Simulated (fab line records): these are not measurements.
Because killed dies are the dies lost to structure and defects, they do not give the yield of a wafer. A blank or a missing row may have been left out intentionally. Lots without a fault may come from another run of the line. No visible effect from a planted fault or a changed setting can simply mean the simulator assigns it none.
Which tool is to blame?	flow nand_harc	39 wafers from 13 lots sampled at 5 of the route's 1159 steps

WHAT THE GAUGES SHOWED, per wafer
NHARC_P_M0_INSPECT_27. Usual: 339 for raw_defect_count, sd 140.
lot	measured	on	raw_defect_count	flag
L629	day 6 08:58	defect_inspect-01	354 413 263	
L630	day 6 19:24	defect_inspect-01	132 115 106	
L631	day 6 19:57	defect_inspect-02	578 463 535	
L632	day 7 03:13	defect_inspect-01	347 364 525	
L633	day 7 10:35	defect_inspect-01	356 238 259	
L634	day 7 20:55	defect_inspect-01	233 344 391	
L641	day 10 05:30	defect_inspect-01	289 237 290	
L644	day 10 05:41	defect_inspect-01	214 214 220	
L645	day 10 14:41	defect_inspect-01	340 273 214	
L647	day 10 18:11	defect_inspect-01	323 433 439	
L648	day 11 01:33	defect_inspect-02	583 407 445	
L649	day 11 08:06	defect_inspect-01	232 213 335	
L650	day 11 10:10	defect_inspect-02	673 238 256	

NHARC_END_SORT_01. Usual: defect_limited_yield 95.1 %, standard deviation 1.6; killed_at_array 29, standard deviation 11; killed_at_other 0.6, standard deviation 1; killed_at_periphery 3.1, standard deviation 2.1; killed_dies 33, standard deviation 11; killed_open 3.1, standard deviation 1.9; killed_short 1.9, standard deviation 1.5; sort_bin_2_pct 1.5 %, standard deviation 0.66; sort_bin_3_pct 0.29 %, standard deviation 0.23; sort_bin_4_pct 3.1 %, standard deviation 0.98; sort_n_pass 644, standard deviation 11; sort_rim_yield_pct 96.9 %, standard deviation 2.3; sort_yield_pct 95.1 %, standard deviation 1.6.
lot	measured	on	defect_limited_yield (%)	killed_at_array	killed_at_other	killed_at_periphery	killed_dies	killed_open	killed_short	sort_bin_2_pct (%)	sort_bin_3_pct (%)	sort_bin_4_pct (%)	sort_n_pass	sort_rim_yield_pct (%)	sort_yield_pct (%)	flag
L629	day 19 15:55	prober-01	95.1 95.1 95.9	28 28 26	2 1 0	3 4 2	33 33 28	3 4 1	1 2 3	1.5 2.1 1.0	0.15 0.30 0.15	3.2 2.5 3.0	644 644 649	95.3 93.4 98.1	95.1 95.1 95.9	
L630	day 19 23:43	prober-01	97.9 97.8 96.5	12 15 23	1 0 1	1 0 0	14 15 24	2 0 5	0 2 1	0.9 0.9 1.3	0 0.15 0.59	1.2 1.2 1.6	663 662 653	95.3 100.0 98.1	97.9 97.8 96.5	
L631	day 19 19:13	prober-02	95.0 95.7 94.4	31 27 37	1 1 0	2 1 1	34 29 38	4 3 4	2 1 6	1.6 1.2 1.3	0.59 0.44 0.15	2.8 2.7 4.1	643 648 639	98.1 92.5 98.1	95.0 95.7 94.4	
L632	day 20 17:01	prober-02	96.2 96.8 95.4	22 19 25	0 0 0	4 3 6	26 22 31	3 3 3	1 1 2	1.0 1.0 2.1	0.44 0 0	2.4 2.2 2.5	651 655 646	97.2 100.0 95.3	96.2 96.8 95.4	
L633	day 20 16:18	prober-01	95.4 95.7 95.7	30 27 26	0 0 1	1 2 2	31 29 29	1 3 0	3 2 1	0.6 1.3 1.5	0.15 0.59 0.30	3.8 2.4 2.5	646 648 648	97.2 99.1 96.2	95.4 95.7 95.7	
L634	day 21 15:00	prober-02	96.5 95.3 96.3	22 28 22	0 0 0	2 4 3	24 32 25	3 5 5	1 1 2	1.3 0.6 1.6	0.15 0.30 0.15	2.1 3.8 1.9	653 645 652	97.2 100.0 99.1	96.5 95.3 96.3	
L641	day 23 10:24	prober-01	92.8 94.2 93.4	48 36 45	1 0 0	0 3 0	49 39 45	2 1 3	0 1 1	2.4 1.5 2.5	0.44 0.59 0.44	4.4 3.7 3.7	628 638 632	97.2 97.2 95.3	92.8 94.2 93.4	
L644	day 23 03:21	prober-02	96.5 95.9 94.8	20 24 32	0 1 0	4 3 3	24 28 35	1 5 3	1 0 2	1.2 1.8 1.8	0.15 0.30 0.74	2.2 2.1 2.7	653 649 642	95.3 95.3 100.0	96.5 95.9 94.8	
L645	day 24 01:56	prober-01	93.8 93.1 92.2	38 40 49	2 0 2	2 7 2	42 47 53	2 5 2	1 1 1	2.1 2.2 2.5	0.30 0.44 0.44	3.8 4.3 4.9	635 630 624	93.4 100.0 97.2	93.8 93.1 92.2	
L647	day 24 04:46	prober-02	94.7 94.8 94.1	34 34 39	0 0 0	2 1 1	36 35 40	1 3 2	1 1 2	1.8 1.6 1.6	0.44 0 0.15	3.1 3.5 4.1	641 642 637	93.4 98.1 93.4	94.7 94.8 94.1	
L648	day 24 20:56	prober-01	94.1 93.6 94.2	35 41 34	0 1 0	5 1 5	40 43 39	3 3 2	1 0 4	2.2 2.5 2.4	0.15 0.15 0.44	3.5 3.7 3.0	637 634 638	95.3 96.2 98.1	94.1 93.6 94.2	
L649	day 24 20:57	prober-02	91.9 94.1 95.0	50 36 33	0 2 1	5 2 0	55 40 34	5 5 3	2 3 1	2.8 1.6 1.9	0.74 0.44 0.74	4.6 3.8 2.4	622 637 643	89.6 98.1 98.1	91.9 94.1 95.0	
L650	day 25 05:35	prober-01	96.9 96.3 96.0	14 19 20	0 0 1	7 6 6	21 25 27	3 2 5	1 0 2	0.7 0.6 0.7	0.15 0.15 0.44	2.2 3.0 2.8	656 652 650	96.2 98.1 97.2	96.9 96.3 96.0	

EACH LOT AND THE TOOL THAT RAN IT (in order: tool; ch and the chambers of the sampled wafers; start)
lot	NHARC_P_M0_ETCH_15	NHARC_P_M0_DEGAS_28	NHARC_P_M0_PVD_20
L629	rie_diel-06 ch 2,3, day 6 07:25 or earlier	pvd_sputter-02, day 6 07:25	pvd_sputter-02, day 6 07:32
L630	rie_diel-13 ch 0,2,3, day 6 17:50 or earlier	pvd_sputter-01, day 6 17:50	pvd_sputter-01, day 6 17:57
L631	rie_diel-13 ch 0,3, day 6 18:24 or earlier	pvd_sputter-02, day 6 18:24	pvd_sputter-02, day 6 18:31
L632	rie_diel-13 ch 2,3, day 7 01:37 or earlier	pvd_sputter-02, day 7 01:37	pvd_sputter-02, day 7 01:43
L633	rie_diel-06 ch 1,2,3, day 7 08:38 or earlier	pvd_sputter-01, day 7 08:38	pvd_sputter-01, day 7 08:44
L634	rie_diel-01 ch 0,1,2, day 7 19:00 or earlier	pvd_sputter-02, day 7 19:00	pvd_sputter-02, day 7 19:07
L641	rie_diel-06 ch 0,2,3, day 10 03:20 or earlier	pvd_sputter-01, day 10 03:20	pvd_sputter-01, day 10 03:40
L644	rie_diel-13 ch 1,2,3, day 10 04:07 or earlier	pvd_sputter-01, day 10 04:07	pvd_sputter-01, day 10 04:15
L645	rie_diel-06 ch 0,2,3, day 10 12:43 or earlier	pvd_sputter-02, day 10 12:43	pvd_sputter-02, day 10 12:58
L647	rie_diel-13 ch 1,2,3, day 10 16:38 or earlier	pvd_sputter-01, day 10 16:38	pvd_sputter-01, day 10 16:44
L648	rie_diel-06 ch 0,1,2, day 11 00:01 or earlier	pvd_sputter-01, day 11 00:01	pvd_sputter-01, day 11 00:07
L649	rie_diel-13 ch 0,1,3, day 11 06:30 or earlier	pvd_sputter-03, day 11 06:30	pvd_sputter-03, day 11 06:37
L650	rie_diel-01 ch 1,2,3, day 11 08:37 or earlier	pvd_sputter-02, day 11 08:37	pvd_sputter-02, day 11 08:44
- NHARC_P_M0_ETCH_15: etches the open film in C4F8/Ar, target depth 150 nm, overetch 15 nm, time 82.5 s.
- NHARC_P_M0_DEGAS_28: time 60 s.
- NHARC_P_M0_PVD_20: deposits TaN, target thk 5 nm, time 8.06 s.

WHAT THE TOOLS THEMSELVES READ (means of the sampled wafers that have a number; where no wafer has one, the mark that the record gives instead)
NHARC_P_M0_ETCH_15. Usual: oes_product_au 0.956 a.u., standard deviation 0.021; rf_vpp_V 441.4 V, standard deviation 2.3.
lot	tool	oes_product_au (a.u.)	rf_vpp_V (V)	flag
L629	rie_diel-06	0.962	439.9	
L630	rie_diel-13	0.962	441.3	
L631	rie_diel-13	0.962	441.5	
L632	rie_diel-13	0.964	442.1	
L633	rie_diel-06	0.955	440.4	
L634	rie_diel-01	0.968	439.1	
L641	rie_diel-06	0.962	442.3	
L644	rie_diel-13	0.932	442.1	
L645	rie_diel-06	0.969	442.3	
L647	rie_diel-13	0.930	442.1	
L648	rie_diel-06	0.963	441.1	
L649	rie_diel-13	0.918	441.8	
L650	rie_diel-01	0.918	441.8	

NHARC_P_M0_DEGAS_28. Usual: 309 W for heater_power_w, sd 24.
lot	tool	heater_power_w (W)	flag
L629	pvd_sputter-02	334	
L630	pvd_sputter-01	292	
L631	pvd_sputter-02	333	
L632	pvd_sputter-02	335	
L633	pvd_sputter-01	304	
L634	pvd_sputter-02	308	
L641	pvd_sputter-01	309	
L644	pvd_sputter-01	292	
L645	pvd_sputter-02	313	
L647	pvd_sputter-01	306	
L648	pvd_sputter-01	293	
L649	pvd_sputter-03	328	
L650	pvd_sputter-02	340	

NHARC_P_M0_PVD_20. Usual: 30.3 % for throttle_valve_pct, sd 0.82.
lot	tool	throttle_valve_pct (%)	flag
L629	pvd_sputter-02	30.7	
L630	pvd_sputter-01	29.8	
L631	pvd_sputter-02	30.7	
L632	pvd_sputter-02	30.4	
L633	pvd_sputter-01	29.1	
L634	pvd_sputter-02	30.7	
L641	pvd_sputter-01	30.0	
L644	pvd_sputter-01	30.1	
L645	pvd_sputter-02	30.3	
L647	pvd_sputter-01	30.3	
L648	pvd_sputter-01	30.4	
L649	pvd_sputter-03	29.6	
L650	pvd_sputter-02	30.7	

THE ANSWER, worked out from the rows above alone
Rule: a lot is off if the mean of its wafers that have a number lies more than 3 standard deviations from the usual mean. A lot without any number at a reading at which 4 lots or more have one is off too. Where the step has rows for the other lots, those lots are counted as sound. The gauges are gone through in route order, then the tools' own readings, and for those a lot's mean is taken as printed above. At the first step where some lot is off, the reading lying furthest off is the one used; lots without a number count as furthest.
No lot is off at any reading shown: from this, nothing can be told.

WHAT HAD BEEN PUT IN BY THE SIMULATOR
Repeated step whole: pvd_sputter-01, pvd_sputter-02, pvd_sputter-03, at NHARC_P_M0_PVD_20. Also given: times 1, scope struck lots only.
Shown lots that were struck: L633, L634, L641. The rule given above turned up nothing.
